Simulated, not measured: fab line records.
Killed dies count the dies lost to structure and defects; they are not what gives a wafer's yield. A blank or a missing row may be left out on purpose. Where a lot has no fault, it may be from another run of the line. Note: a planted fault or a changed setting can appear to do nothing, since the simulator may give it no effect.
2 desks looking at one fault + flow n5Finfet + each desk has only its own numbers; what lay behind them comes last

== THE METROLOGY DESK ==
Lot by lot, what the gauges showed, no matter which tool ran the lot: averages of those sampled wafers that carry a number. Marked OUT: a lot whose mean sits more than 4 standard deviations from the usual mean, which makes it out of limits; the brackets give that distance. Readings shown: 7 of its 11, picked as those furthest out on some lot.
Columns: A = V2_OVL at N5_BEOL_M3_OVL_MEAS_29, usual 0.0 nm; B = DIBL_N at N5_BEOL_M4_RC_MEAS_101, usual 35.8 mV/V; C = DIBL_P at N5_BEOL_M4_RC_MEAS_101, usual 35.3 mV/V; D = IOFF_P at N5_BEOL_M4_RC_MEAS_101, usual 0.194 nA/um; E = ION_P at N5_BEOL_M4_RC_MEAS_101, usual 456 uA/um; F = SS_N at N5_BEOL_M4_RC_MEAS_101, usual 71.4 mV/dec; G = VT_P at N5_BEOL_M4_RC_MEAS_101, usual -252 mV
| lot  | first seen here | A    | B    | C    | D     | E   | F    | G    |
|------|-----------------|------|------|------|-------|-----|------|------|
| L665 | day 9 02:28     | 0.7  | 35.6 | 38.1 | 0.194 | 457 | 71.8 | -253 |
| L666 | day 9 07:56     | 0.7  | 36.3 | 35.3 | 0.189 | 457 | 71.1 | -250 |
| L669 | day 10 06:39    | -0.5 | 34.2 | 35.8 | 0.210 | 465 | 71.0 | -248 |
| L670 | day 10 12:11    | -0.4 | 36.4 | 35.5 | 0.223 | 464 | 71.5 | -246 |
| L673 | day 11 09:25    | 0.8  | 35.5 | 35.1 | 0.203 | 465 | 70.6 | -250 |
| L676 | day 12 07:03    | -0.1 | 37.7 | 34.9 | 0.205 | 462 | 72.1 | -251 |
| L680 | day 12 20:13    | 0.2  | 36.7 | 35.5 | 0.174 | 447 | 72.1 | -253 |
| L682 | day 13 09:01    | 0.3  | 33.5 | 32.6 | 0.156 | 450 | 70.8 | -255 |
| L685 | day 14 02:05    | 0.5  | 35.5 | 35.5 | 0.164 | 451 | 71.6 | -256 |
Result from this desk: across the 9 lots, nothing is out of limits.

== THE TOOL OWNER'S DESK: rieDiel-05 ==
The tool's own readings at N5_BEOL_M3_VIA_ETCH_34 (etches the open film in C4F6/O2, target depth 69.4 nm, time 65.9 s): means of the sampled wafers that have a number, for each lot that ran on this tool. Marked OUT: a lot whose mean sits more than 4 standard deviations from the usual mean, which makes it out of limits; the brackets give that distance.
Columns: A = C4F6_flow_sccm at N5_BEOL_M3_VIA_ETCH_34, usual 9.998 sccm; B = drypumpMotorCurrentA at N5_BEOL_M3_VIA_ETCH_34, usual 5.7 A; C = oesProductAu at N5_BEOL_M3_VIA_ETCH_34, usual 0.82 a.u.; D = rfVppV at N5_BEOL_M3_VIA_ETCH_34, usual 673 V; E = showerheadPlenumPTorr at N5_BEOL_M3_VIA_ETCH_34, usual 2.86 Torr; F = throttleValvePct at N5_BEOL_M3_VIA_ETCH_34, usual 30.8 %
| lot  | first seen here | A      | B   | C    | D   | E    | F    |
|------|-----------------|--------|-----|------|-----|------|------|
| L669 | day 10 11:09    | 9.974  | 5.6 | 0.71 | 667 | 2.90 | 30.8 |
| L673 | day 11 11:24    | 10.006 | 5.5 | 0.76 | 668 | 2.84 | 30.7 |
| L676 | day 12 23:02    | 9.989  | 5.8 | 1.08 | 664 | 2.89 | 31.0 |
| L680 | day 13 03:42    | 9.991  | 5.6 | 0.96 | 669 | 2.84 | 30.7 |
Result from this desk: across the 4 lots, nothing is out of limits.

== TAKEN TOGETHER ==
From the metrology desk's view, nothing was out of limits.
Nothing out of limits was seen by the tool owner's desk.

== WHAT THE SIMULATOR PUT IN ==
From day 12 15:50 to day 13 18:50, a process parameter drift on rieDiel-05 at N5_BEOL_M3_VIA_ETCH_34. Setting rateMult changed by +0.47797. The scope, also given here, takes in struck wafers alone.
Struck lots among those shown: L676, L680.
